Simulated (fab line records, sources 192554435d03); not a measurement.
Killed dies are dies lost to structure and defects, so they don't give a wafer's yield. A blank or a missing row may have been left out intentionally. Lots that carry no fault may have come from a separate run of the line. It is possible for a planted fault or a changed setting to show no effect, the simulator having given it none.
Matching of chambers | flow n5-finfet | N5_BEOL_M3_DEP_57 on pecvd-02 has 3 sister chambers
The step deposits SiCN from 3MS/NH3, target thk 8 nm, time 14 s. 3 wafers are shown with their chamber, then 8 later ones without.

== EACH WAFER AND ITS CHAMBER ==
wafer  | chamber | throttle-valve-pct (%)
L087.1 | 2       | 8.5
L087.3 | 0       | 9.7
L091.1 | 1       | 9.8

== WAFERS WHOSE CHAMBER IS MISSING ==
wafer  | throttle-valve-pct (%)
L091.2 | 10.2
L091.3 | 8.2
L095.2 | 8.4
L095.4 | 9.9
L095.5 | 9.9
L096.1 | 8.4
L096.3 | 9.3
L096.6 | 8.4

== THE CHAMBER EACH PASSED THROUGH ==
wafer  | from the rows above          | in truth
L091.2 | can't be placed: 1 or 0      | 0
L091.3 | 2                            | 2
L095.2 | 2                            | 2
L095.4 | can't be placed: 1 or 0      | 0
L095.5 | can't be placed: 1 or 0      | 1
L096.1 | 2                            | 2
L096.3 | can't be placed: 0 or 1 or 2 | 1
L096.6 | 2                            | 2
Placed correctly: 4 of 8. From these rows, 4 cannot be placed; in 4 the true chamber is one of the candidates. 0 placed wrongly.
How it was worked out, from the rows above alone: a wafer's distance from a chamber is the root of the sum, over the readings, of the square of ((its reading less the chamber's mean) divided by the reading's scatter). The wafer belongs to the nearest chamber; if the next one is less than 2 further off, it can't be placed. A chamber's mean is the mean of its shown wafers. The scatter (one wafer shown for each chamber): square how far every hidden wafer sits from the nearest shown wafer, average those squares and take the square root.
